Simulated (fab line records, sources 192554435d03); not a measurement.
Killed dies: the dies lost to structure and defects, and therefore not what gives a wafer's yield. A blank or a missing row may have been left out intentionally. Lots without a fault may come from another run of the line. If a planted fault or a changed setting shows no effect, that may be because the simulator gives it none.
Lot-split experiment || flow n5Finfet || 39 wafers read across 7 lots, on a route 1938 steps long

SPLIT DETAILS
At N5_FIN_SAQP_HM_DEP_72 (deposits SiO2 from SiH4/N2O, target thk 12 nm, time 7.2 s), the setting targetThkA was moved away from the recipe's 120 angstrom on 9 of the 39 wafers read, by -58.9% to +55.4%. For the rest of the wafers, this setting stayed at what the recipe calls for.

FROM THE SPLIT TO THE READING: what the file shows between them, 4 steps
- N5_FIN_SAQP_COAT_49: time 60 s, resist thk 100 nm
- N5_FIN_SAQP_COAT_50: time 60 s, resist thk 35 nm
- N5_FIN_SAQP_ETCH_52: etches SOC in N2/H2, target depth 100 nm, overetch 20 nm, time 150 s
- N5_FIN_SAQP_STRIP_53: strips in N2/H2

THE READING
etch.depthNm (the simulator's own value, which no gauge read), in nm, at N5_FIN_SAQP_HM_OPEN_73 (chemistry CHF3/O2, target SiO2, stops on a-Si, target depth 12 nm, time 16.8 s). The file gives no usual value for it. Average 11.901 nm, standard deviation 0.2 nm, over the 30 wafers here run with the recipe.

{"wafer": "L079.1", "tool, chamber at the split": "pecvd-03, 0", "targetThkA as run, angstrom": 120, "against the recipe": "recipe", "etch.depthNm, nm": 11.78, "against lot-mates on the recipe": "-"}
{"wafer": "L079.2", "tool, chamber at the split": "pecvd-03, 2", "targetThkA as run, angstrom": 120, "against the recipe": "recipe", "etch.depthNm, nm": 12.03, "against lot-mates on the recipe": "-"}
{"wafer": "L079.3", "tool, chamber at the split": "pecvd-03, 1", "targetThkA as run, angstrom": 120, "against the recipe": "recipe", "etch.depthNm, nm": 11.77, "against lot-mates on the recipe": "-"}
{"wafer": "L079.4", "tool, chamber at the split": "pecvd-03, 2", "targetThkA as run, angstrom": 120, "against the recipe": "recipe", "etch.depthNm, nm": 11.96, "against lot-mates on the recipe": "-"}
{"wafer": "L079.5", "tool, chamber at the split": "pecvd-03, 0", "targetThkA as run, angstrom": 120, "against the recipe": "recipe", "etch.depthNm, nm": 11.75, "against lot-mates on the recipe": "-"}
{"wafer": "L079.6", "tool, chamber at the split": "pecvd-03, 1", "targetThkA as run, angstrom": 120, "against the recipe": "recipe", "etch.depthNm, nm": 11.95, "against lot-mates on the recipe": "-"}
{"wafer": "L083.1", "tool, chamber at the split": "pecvd-03, 0", "targetThkA as run, angstrom": 120, "against the recipe": "recipe", "etch.depthNm, nm": 11.57, "against lot-mates on the recipe": "-"}
{"wafer": "L083.2", "tool, chamber at the split": "pecvd-03, 1", "targetThkA as run, angstrom": 169.6, "against the recipe": "+41.3%", "etch.depthNm, nm": 16.7, "against lot-mates on the recipe": "+4.957"}
{"wafer": "L083.3", "tool, chamber at the split": "pecvd-03, 0", "targetThkA as run, angstrom": 169.6, "against the recipe": "+41.3%", "etch.depthNm, nm": 16.74, "against lot-mates on the recipe": "+4.997"}
{"wafer": "L083.4", "tool, chamber at the split": "pecvd-03, 1", "targetThkA as run, angstrom": 169.6, "against the recipe": "+41.3%", "etch.depthNm, nm": 16.92, "against lot-mates on the recipe": "+5.177"}
{"wafer": "L083.5", "tool, chamber at the split": "pecvd-03, 1", "targetThkA as run, angstrom": 120, "against the recipe": "recipe", "etch.depthNm, nm": 11.95, "against lot-mates on the recipe": "-"}
{"wafer": "L083.6", "tool, chamber at the split": "pecvd-03, 0", "targetThkA as run, angstrom": 120, "against the recipe": "recipe", "etch.depthNm, nm": 11.71, "against lot-mates on the recipe": "-"}
{"wafer": "L087.1", "tool, chamber at the split": "pecvd-02, 0", "targetThkA as run, angstrom": 120, "against the recipe": "recipe", "etch.depthNm, nm": 11.71, "against lot-mates on the recipe": "-"}
{"wafer": "L087.2", "tool, chamber at the split": "pecvd-02, 1,2", "targetThkA as run, angstrom": 120, "against the recipe": "recipe", "etch.depthNm, nm": 11.9, "against lot-mates on the recipe": "-"}
{"wafer": "L087.4", "tool, chamber at the split": "pecvd-02, 1,2", "targetThkA as run, angstrom": 120, "against the recipe": "recipe", "etch.depthNm, nm": 11.9, "against lot-mates on the recipe": "-"}
{"wafer": "L087.3", "tool, chamber at the split": "pecvd-02, 2", "targetThkA as run, angstrom": 120, "against the recipe": "recipe", "etch.depthNm, nm": 11.62, "against lot-mates on the recipe": "-"}
{"wafer": "L087.5", "tool, chamber at the split": "pecvd-02, 0", "targetThkA as run, angstrom": 120, "against the recipe": "recipe", "etch.depthNm, nm": 11.85, "against lot-mates on the recipe": "-"}
{"wafer": "L087.6", "tool, chamber at the split": "pecvd-02, 1", "targetThkA as run, angstrom": 120, "against the recipe": "recipe", "etch.depthNm, nm": 12, "against lot-mates on the recipe": "-"}
{"wafer": "L089.1", "tool, chamber at the split": "pecvd-04, 0,1", "targetThkA as run, angstrom": 120, "against the recipe": "recipe", "etch.depthNm, nm": 11.84, "against lot-mates on the recipe": "-"}
{"wafer": "L089.2", "tool, chamber at the split": "pecvd-04, 0,1", "targetThkA as run, angstrom": 120, "against the recipe": "recipe", "etch.depthNm, nm": 11.84, "against lot-mates on the recipe": "-"}
{"wafer": "L089.3", "tool, chamber at the split": "pecvd-04, 2", "targetThkA as run, angstrom": 120, "against the recipe": "recipe", "etch.depthNm, nm": 11.82, "against lot-mates on the recipe": "-"}
{"wafer": "L089.4", "tool, chamber at the split": "pecvd-04, 2", "targetThkA as run, angstrom": 120, "against the recipe": "recipe", "etch.depthNm, nm": 11.94, "against lot-mates on the recipe": "-"}
{"wafer": "L089.5", "tool, chamber at the split": "pecvd-04, 1", "targetThkA as run, angstrom": 120, "against the recipe": "recipe", "etch.depthNm, nm": 12.1, "against lot-mates on the recipe": "-"}
{"wafer": "L089.6", "tool, chamber at the split": "pecvd-04, 0", "targetThkA as run, angstrom": 120, "against the recipe": "recipe", "etch.depthNm, nm": 12.04, "against lot-mates on the recipe": "-"}
{"wafer": "L091.1", "tool, chamber at the split": "pecvd-04, 0", "targetThkA as run, angstrom": 120, "against the recipe": "recipe", "etch.depthNm, nm": 11.72, "against lot-mates on the recipe": "-"}
{"wafer": "L091.3", "tool, chamber at the split": "pecvd-04, 1", "targetThkA as run, angstrom": 120, "against the recipe": "recipe", "etch.depthNm, nm": 11.51, "against lot-mates on the recipe": "-"}
{"wafer": "L091.4", "tool, chamber at the split": "pecvd-04, 1", "targetThkA as run, angstrom": 120, "against the recipe": "recipe", "etch.depthNm, nm": 11.75, "against lot-mates on the recipe": "-"}
{"wafer": "L095.1", "tool, chamber at the split": "pecvd-02, 1", "targetThkA as run, angstrom": 49.34, "against the recipe": "-58.9%", "etch.depthNm, nm": 4.995, "against lot-mates on the recipe": -7.325}
{"wafer": "L095.2", "tool, chamber at the split": "pecvd-02, 2", "targetThkA as run, angstrom": 120, "against the recipe": "recipe", "etch.depthNm, nm": 12.32, "against lot-mates on the recipe": "-"}
{"wafer": "L095.3", "tool, chamber at the split": "pecvd-02, 0", "targetThkA as run, angstrom": 49.34, "against the recipe": "-58.9%", "etch.depthNm, nm": 4.978, "against lot-mates on the recipe": -7.342}
{"wafer": "L095.4", "tool, chamber at the split": "pecvd-02, 0", "targetThkA as run, angstrom": 49.34, "against the recipe": "-58.9%", "etch.depthNm, nm": 5.127, "against lot-mates on the recipe": -7.193}
{"wafer": "L095.5", "tool, chamber at the split": "pecvd-02, 1", "targetThkA as run, angstrom": 120, "against the recipe": "recipe", "etch.depthNm, nm": 12.27, "against lot-mates on the recipe": "-"}
{"wafer": "L095.6", "tool, chamber at the split": "pecvd-02, 2", "targetThkA as run, angstrom": 120, "against the recipe": "recipe", "etch.depthNm, nm": 12.37, "against lot-mates on the recipe": "-"}
{"wafer": "L096.1", "tool, chamber at the split": "pecvd-03, 1", "targetThkA as run, angstrom": 120, "against the recipe": "recipe", "etch.depthNm, nm": 12.08, "against lot-mates on the recipe": "-"}
{"wafer": "L096.2", "tool, chamber at the split": "pecvd-03, 0", "targetThkA as run, angstrom": 186.5, "against the recipe": "+55.4%", "etch.depthNm, nm": 18.1, "against lot-mates on the recipe": "+6.080"}
{"wafer": "L096.3", "tool, chamber at the split": "pecvd-03, 2", "targetThkA as run, angstrom": 186.5, "against the recipe": "+55.4%", "etch.depthNm, nm": 18.52, "against lot-mates on the recipe": "+6.500"}
{"wafer": "L096.4", "tool, chamber at the split": "pecvd-03, 0", "targetThkA as run, angstrom": 120, "against the recipe": "recipe", "etch.depthNm, nm": 11.87, "against lot-mates on the recipe": "-"}
{"wafer": "L096.5", "tool, chamber at the split": "pecvd-03, 1", "targetThkA as run, angstrom": 186.5, "against the recipe": "+55.4%", "etch.depthNm, nm": 18.88, "against lot-mates on the recipe": "+6.860"}
{"wafer": "L096.6", "tool, chamber at the split": "pecvd-03, 2", "targetThkA as run, angstrom": 120, "against the recipe": "recipe", "etch.depthNm, nm": 12.11, "against lot-mates on the recipe": "-"}
Where a row lists several chambers, the file gives one row for several wafers and doesn't say which wafer went through which chamber.

FIT RESULTS
A straight line over all 39 wafers: etch.depthNm changes by +0.118 nm for each +1% of targetThkA; r = +1.00; the points scatter about the line by 0.21 nm.
The same after taking each lot's own level away (the mean of its wafers on the recipe; 39 wafers): +0.121 nm for each +1%; r = +1.00; scatter 0.16 nm.
That fit puts the effect of the largest move of targetThkA on the reading at 7.1 nm.
From 11.6600 to 12.3200 nm: that is the span of the lots' own levels, equal to 3.2 times the standard deviation above.
Hence the lot-to-lot level has little effect on the slope; both slopes agree.
Check: for one of the wafers moved furthest among these (-58.9%), held out of the fit, the line's prediction against its lot-mates is -7.11 nm. Against them it came out at -7.33 nm.

THE WHOLE CHAIN: every reading that the file lists as answering this split, in the file's order
{"step": "N5_FIN_SAQP_HM_DEP_72", "what it does": "deposits SiO2 from SiH4/N2O, target thk 12 nm, time 7.2 s", "reading": "SiO2_of_FIN_SAQP_HM_DEP_72.thkNm (the simulator's own value, which no gauge read)", "change (the file's fit)": "+0.121 nm for each +1% of the setting", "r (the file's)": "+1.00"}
{"step": "N5_FIN_SAQP_HM_OPEN_73", "what it does": "chemistry CHF3/O2, target SiO2, stops on a-Si, target depth 12 nm, time 16.8 s", "reading": "etch.depthNm (the simulator's own value, which no gauge read)", "change (the file's fit)": "+0.121 nm for each +1% of the setting", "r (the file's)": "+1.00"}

FILE'S OWN FIT
etch.depthNm changes by +0.121 nm for each +1% of targetThkA, r = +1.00.
